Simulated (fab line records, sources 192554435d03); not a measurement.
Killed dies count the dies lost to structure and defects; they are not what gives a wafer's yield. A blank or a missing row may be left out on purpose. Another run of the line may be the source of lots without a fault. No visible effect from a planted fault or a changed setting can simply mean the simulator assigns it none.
Struck lot and sound lot, side by side ; flow n5 finfet ; 14 out of 1938 route steps
Sound: the wafers L462.1, L462.3, L462.5. Wafers struck: L459.2, L459.4, L459.6. The cause is given at the end.
At each step with rows: each side's tool, then ch and its chambers, then its first start. Under that, the readings that differ: sound wafers ; struck wafers ; difference of the means ; sigmas: that difference in standard deviations of wafers without a fault.
alike: readings with means less than 2 such deviations apart, plus words and numbers identical on both sides. not compared: withheld readings, readings lacking a value on some wafer, bounds such as >300 that could conceal the same value, and numbers that have no deviation in the record and whose values overlap.
Wherever a step has rows on one side only, a row that says differs or no value, or a row with sigmas, the two part there. Non-overlapping numbers with no deviation appear without sigmas and do not part them. Lack of a reading on every wafer of one side parts them only where that side has two or more wafers.

first, 7 steps without rows for these wafers: N5_BEOL_M9_COAT_60 (time 60 s, resist thk 30 nm); N5_BEOL_M9_COAT_05 (resist thk 90 nm); N5_BEOL_M9_EBR_07; N5_BEOL_M9_SOFTBAKE_06 (time 60 s); N5_BEOL_M9_EXPOSE_08 (exposes mask M9); N5_BEOL_M9_PEB_09 (peb time 60 s); N5_BEOL_M9_DEVELOP_10 (develop time 30 s).
N5_BEOL_M9_CD_MEAS_11 targets a cd of 64.1 nm.
  sound on cd sem-01 ch 0, day 15 14:56; struck on cd sem-03 ch 0, day 14 14:08
  alike: cd nm
N5_BEOL_M9_OVL_MEAS_12:
  sound on overlay-01 ch 0, day 15 14:58; struck on overlay-01 ch 0, day 14 14:10
  alike: M9_OVL
N5_BEOL_M9_INSPECT_13: inspects for defects (brightfield).
  sound on defect inspect-01 at day 15 14:59; struck on defect inspect-02 at day 14 14:11
  alike: raw defect count
N5_BEOL_M9_DESCUM_16: chemistry O2, time 7.9 s.
  sound on rie diel-02 ch 2,3, day 15 15:01; struck on rie diel-06 ch 0,1, day 14 14:21
  alike: chamber pressure mTorr, drypump motor current A, oes product au, rf vpp V, showerhead plenum p Torr, temp c, throttle valve pct
  not compared: rf hours counter h
N5_BEOL_M9_ETCH_61: etches SiARC in CF4, target depth 39 nm, time 65 s.
  sound on rie diel-02 ch 2,3, day 15 15:04; struck on rie diel-06 ch 0,1, day 14 14:23
  alike: chamber pressure mTorr, drypump motor current A, etch rf on time s, oes product au, rf vpp V, showerhead plenum p Torr, throttle valve pct
  not compared: rf hours counter h
N5_BEOL_M9_ETCH_62: etches SOC in N2/H2, target depth 110 nm, overetch 22 nm, time 165 s.
  sound on rie diel-02 ch 2,3, day 15 15:07; struck on rie diel-06 ch 0,1, day 14 14:26
reading;sound;struck;difference;sigmas
model.SiARC_of_BEOL_M9_COAT_60.thk nm (nm);23.4 23.4 23.4;24 24.2 24;+1;
  alike: chamber pressure mTorr, drypump motor current A, oes product au, rf vpp V, showerhead plenum p Torr, temp c, throttle valve pct
  not compared: rf hours counter h
then, 1 step without rows for these wafers: N5_BEOL_M9_STRIP_68 (strips in N2/H2).

== WHERE THEY PART ==
Nowhere in this record.

WHY: what the simulator had put in
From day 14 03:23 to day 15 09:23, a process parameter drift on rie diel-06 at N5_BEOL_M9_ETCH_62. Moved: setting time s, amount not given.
